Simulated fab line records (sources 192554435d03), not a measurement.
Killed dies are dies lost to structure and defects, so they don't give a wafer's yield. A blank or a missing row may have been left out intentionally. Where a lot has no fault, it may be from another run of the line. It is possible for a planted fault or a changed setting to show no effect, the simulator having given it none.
Split-lot trial :: flow n5-finfet :: 21 wafers read across 7 lots, on a route 1938 steps long

## ON THE SPLIT
At N5_BEOL_M2_COAT_22 (resist thk 30 nm), the setting spin-rpm was moved away from the recipe's 1500 rpm on 7 of the 21 wafers read, by -10.9% to +8.9%. All remaining wafers had this setting at the recipe value.

## FROM THE SPLIT TO THE READING: what the file shows between them, 2 steps
- N5_BEOL_M2_EBR_24
- N5_BEOL_M2_SOFTBAKE_23: time 60 s

## THE READING
CAR-EUV_of_BEOL_M2_COAT_22.thk-nm (the simulator's own value, which no gauge read), in nm, at N5_BEOL_M2_DESCUM_33 (chemistry O2, time 7 s). No usual value for it is given in the file. Average 26.0 nm, standard deviation 0.13 nm, over the 14 wafers here run with the recipe.

wafer: L075.3
tool, chamber at the split: litho-track-04, 0
spin-rpm as run, rpm: 1500
against the recipe: recipe
CAR-EUV_of_BEOL_M2_COAT_22.thk-nm, nm: 26.2
against lot-mates on the recipe: -

wafer: L075.4
tool, chamber at the split: litho-track-04, 0
spin-rpm as run, rpm: 1500
against the recipe: recipe
CAR-EUV_of_BEOL_M2_COAT_22.thk-nm, nm: 26.2
against lot-mates on the recipe: -

wafer: L075.5
tool, chamber at the split: litho-track-04, 0
spin-rpm as run, rpm: 1336
against the recipe: -10.9%
CAR-EUV_of_BEOL_M2_COAT_22.thk-nm, nm: 28
against lot-mates on the recipe: +1.8

wafer: L077.2
tool, chamber at the split: litho-track-04, 0
spin-rpm as run, rpm: 1500
against the recipe: recipe
CAR-EUV_of_BEOL_M2_COAT_22.thk-nm, nm: 26
against lot-mates on the recipe: -

wafer: L077.3
tool, chamber at the split: litho-track-04, 0
spin-rpm as run, rpm: 1500
against the recipe: recipe
CAR-EUV_of_BEOL_M2_COAT_22.thk-nm, nm: 25.8
against lot-mates on the recipe: -

wafer: L077.5
tool, chamber at the split: litho-track-04, 0
spin-rpm as run, rpm: 1500
against the recipe: recipe
CAR-EUV_of_BEOL_M2_COAT_22.thk-nm, nm: 25.8
against lot-mates on the recipe: -

wafer: L081.1
tool, chamber at the split: litho-track-04, 0
spin-rpm as run, rpm: 1563
against the recipe: +4.2%
CAR-EUV_of_BEOL_M2_COAT_22.thk-nm, nm: 25.6
against lot-mates on the recipe: -0.4

wafer: L081.2
tool, chamber at the split: litho-track-04, 0
spin-rpm as run, rpm: 1563
against the recipe: +4.2%
CAR-EUV_of_BEOL_M2_COAT_22.thk-nm, nm: 25.6
against lot-mates on the recipe: -0.4

wafer: L081.3
tool, chamber at the split: litho-track-04, 0
spin-rpm as run, rpm: 1500
against the recipe: recipe
CAR-EUV_of_BEOL_M2_COAT_22.thk-nm, nm: 26
against lot-mates on the recipe: -

wafer: L082.1
tool, chamber at the split: litho-track-02, 0
spin-rpm as run, rpm: 1500
against the recipe: recipe
CAR-EUV_of_BEOL_M2_COAT_22.thk-nm, nm: 26.2
against lot-mates on the recipe: -

wafer: L082.5
tool, chamber at the split: litho-track-02, 0
spin-rpm as run, rpm: 1500
against the recipe: recipe
CAR-EUV_of_BEOL_M2_COAT_22.thk-nm, nm: 26.2
against lot-mates on the recipe: -

wafer: L082.4
tool, chamber at the split: litho-track-02, 0
spin-rpm as run, rpm: 1629
against the recipe: +8.6%
CAR-EUV_of_BEOL_M2_COAT_22.thk-nm, nm: 25
against lot-mates on the recipe: -1.2

wafer: L084.4
tool, chamber at the split: litho-track-02, 0
spin-rpm as run, rpm: 1500
against the recipe: recipe
CAR-EUV_of_BEOL_M2_COAT_22.thk-nm, nm: 26
against lot-mates on the recipe: -

wafer: L084.5
tool, chamber at the split: litho-track-02, 0
spin-rpm as run, rpm: 1500
against the recipe: recipe
CAR-EUV_of_BEOL_M2_COAT_22.thk-nm, nm: 26
against lot-mates on the recipe: -

wafer: L084.6
tool, chamber at the split: litho-track-02, 0
spin-rpm as run, rpm: 1633
against the recipe: +8.9%
CAR-EUV_of_BEOL_M2_COAT_22.thk-nm, nm: 25
against lot-mates on the recipe: -1.0

wafer: L090.1
tool, chamber at the split: litho-track-02, 0
spin-rpm as run, rpm: 1500
against the recipe: recipe
CAR-EUV_of_BEOL_M2_COAT_22.thk-nm, nm: 26
against lot-mates on the recipe: -

wafer: L090.3
tool, chamber at the split: litho-track-02, 0
spin-rpm as run, rpm: 1500
against the recipe: recipe
CAR-EUV_of_BEOL_M2_COAT_22.thk-nm, nm: 26
against lot-mates on the recipe: -

wafer: L090.4
tool, chamber at the split: litho-track-02, 0
spin-rpm as run, rpm: 1500
against the recipe: recipe
CAR-EUV_of_BEOL_M2_COAT_22.thk-nm, nm: 26
against lot-mates on the recipe: -

wafer: L093.2
tool, chamber at the split: litho-track-02, 0
spin-rpm as run, rpm: 1440
against the recipe: -4.0%
CAR-EUV_of_BEOL_M2_COAT_22.thk-nm, nm: 26.8
against lot-mates on the recipe: +0.8

wafer: L093.5
tool, chamber at the split: litho-track-02, 0
spin-rpm as run, rpm: 1440
against the recipe: -4.0%
CAR-EUV_of_BEOL_M2_COAT_22.thk-nm, nm: 26.8
against lot-mates on the recipe: +0.8

wafer: L093.4
tool, chamber at the split: litho-track-02, 0
spin-rpm as run, rpm: 1500
against the recipe: recipe
CAR-EUV_of_BEOL_M2_COAT_22.thk-nm, nm: 26
against lot-mates on the recipe: -

THE FIT
A straight line over all 21 wafers: CAR-EUV_of_BEOL_M2_COAT_22.thk-nm changes by -0.147 nm for each +1% of spin-rpm; r = -0.97; the points scatter about the line by 0.16 nm.
The same after taking each lot's own level away (the mean of its wafers on the recipe; 21 wafers): -0.145 nm for each +1%; r = -0.98; scatter 0.11 nm.
According to that fit, moving spin-rpm by its largest amount changes the reading by 1.6 nm.
Measured against the standard deviation above, the lots' own levels, which go from 25.87 to 26.20 nm, span 2.6 times it.
Consequently the slope shifts little with the lot-to-lot level, the two slopes agreeing.
Check: with one of the wafers moved furthest among these (-10.9%) left out of the fit, the line predicts +1.54 nm for it against its lot-mates. It came out at +1.8 nm against them.

## THE WHOLE CHAIN: every reading that the file lists as answering this split, in the file's order
step: N5_BEOL_M2_COAT_22
what it does: resist thk 30 nm
reading: CAR-EUV_of_BEOL_M2_COAT_22.thk-nm (the simulator's own value, which no gauge read)
change (the file's fit): -0.154 nm for each +1% of the setting
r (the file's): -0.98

step: N5_BEOL_M2_DESCUM_33
what it does: chemistry O2, time 7 s
reading: CAR-EUV_of_BEOL_M2_COAT_22.thk-nm (the simulator's own value, which no gauge read)
change (the file's fit): -0.143 nm for each +1% of the setting
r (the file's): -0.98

## FILE'S OWN FIT
CAR-EUV_of_BEOL_M2_COAT_22.thk-nm changes by -0.143 nm for each +1% of spin-rpm, r = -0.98.
